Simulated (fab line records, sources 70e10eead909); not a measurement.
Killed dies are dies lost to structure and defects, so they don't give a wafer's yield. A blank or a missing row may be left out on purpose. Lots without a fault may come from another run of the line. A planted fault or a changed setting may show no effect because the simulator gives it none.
Which tool did it? | flow nand_harc | 12 lots, 36 wafers sampled, at 3 steps of a route of 1159

WHAT THE GAUGES READ, wafer by wafer
NHARC_A_SGD_CUT_INSPECT_11.
lot  | measured     | on                | raw_defect_count
L074 | day 13 23:32 | defect_inspect-01 | 21 18 22
L077 | day 14 05:06 | defect_inspect-01 | 24 25 21
L080 | day 15 07:20 | defect_inspect-01 | 29 24 18
L081 | day 15 22:02 | defect_inspect-01 | 27 31 31
L083 | day 16 04:40 | defect_inspect-01 | 27 24 28
L085 | day 16 19:42 | defect_inspect-02 | 30 34 31
L086 | day 16 21:21 | defect_inspect-01 | 15 12 5
L090 | day 17 16:50 | defect_inspect-01 | 28 25 30
L091 | day 17 16:39 | defect_inspect-02 | 37 26 34
L094 | day 18 17:03 | defect_inspect-01 | 10 12 8
L096 | day 19 07:27 | defect_inspect-01 | 4 16 14
L097 | day 19 07:04 | defect_inspect-02 | 13 19 19

WHICH TOOL RAN EACH LOT (tool, then ch and the chambers of the sampled wafers, then the start)
lot  | NHARC_A_STAIRCASE_ALD_420        | NHARC_A_STAIRCASE_ETCHBACK_422
L074 | ald_hk-03 ch 1,2, day 12 11:27   | rie_diel-01 ch 0,1,3, day 13 21:20
L077 | ald_hk-03 ch 0,1,2, day 12 14:54 | rie_diel-13 ch 1,3, day 14 02:59
L080 | ald_hk-02 ch 0,2,3, day 13 10:49 | rie_diel-11 ch 0,2,3, day 15 04:35
L081 | ald_hk-03 ch 0,3, day 14 04:56   | rie_diel-13 ch 1,3, day 15 19:58
L083 | ald_hk-02 ch 0,1,2, day 14 08:30 | rie_diel-11 ch 0,2,3, day 16 02:29
L085 | ald_hk-02 ch 1,2,3, day 15 00:58 | rie_diel-13 ch 1,2,3, day 16 17:29
L086 | ald_hk-03 ch 0,2, day 15 09:44   | rie_diel-01 ch 1,3, day 16 18:56
L090 | ald_hk-03 ch 0,1,2, day 15 23:28 | rie_diel-01 ch 1,2,3, day 17 14:35
L091 | ald_hk-02 ch 1,3, day 16 03:18   | rie_diel-11 ch 0,1,3, day 17 14:29
L094 | ald_hk-02 ch 2,3, day 17 02:19   | rie_diel-11 ch 2,3, day 18 14:44
L096 | ald_hk-03 ch 1,2,3, day 17 11:35 | rie_diel-01 ch 0,3, day 19 05:12
L097 | ald_hk-03 ch 0,2,3, day 17 20:44 | rie_diel-13 ch 1,3, day 19 05:01
- NHARC_A_STAIRCASE_ALD_420: deposits SiO2, target thk 20 nm, pulse time 6 s, ald cycles 200.
- NHARC_A_STAIRCASE_ETCHBACK_422: etches the open film in CH3F/O2, target depth 40 nm, time 74.286 s.

THE ANSWER, worked out from the rows above alone
Rule: what is usual is taken from the lots themselves. Put in order of their means at a reading, lots are off if they are a third of the lots or fewer, leave a main group of 4 or more, and stand apart from it by a gap of 3 or more times the standard deviation of the main group's means; of several such gaps the widest counts. A main group whose means are all the same, to the digits that the tables above print for the reading, isn't used. A lot without any number at a reading at which 4 lots or more have one is off too. The other lots that the step has rows for count as sound.
No lot is off at any reading shown: from this, nothing can be told.

WHAT THE SIMULATOR HAD PUT IN
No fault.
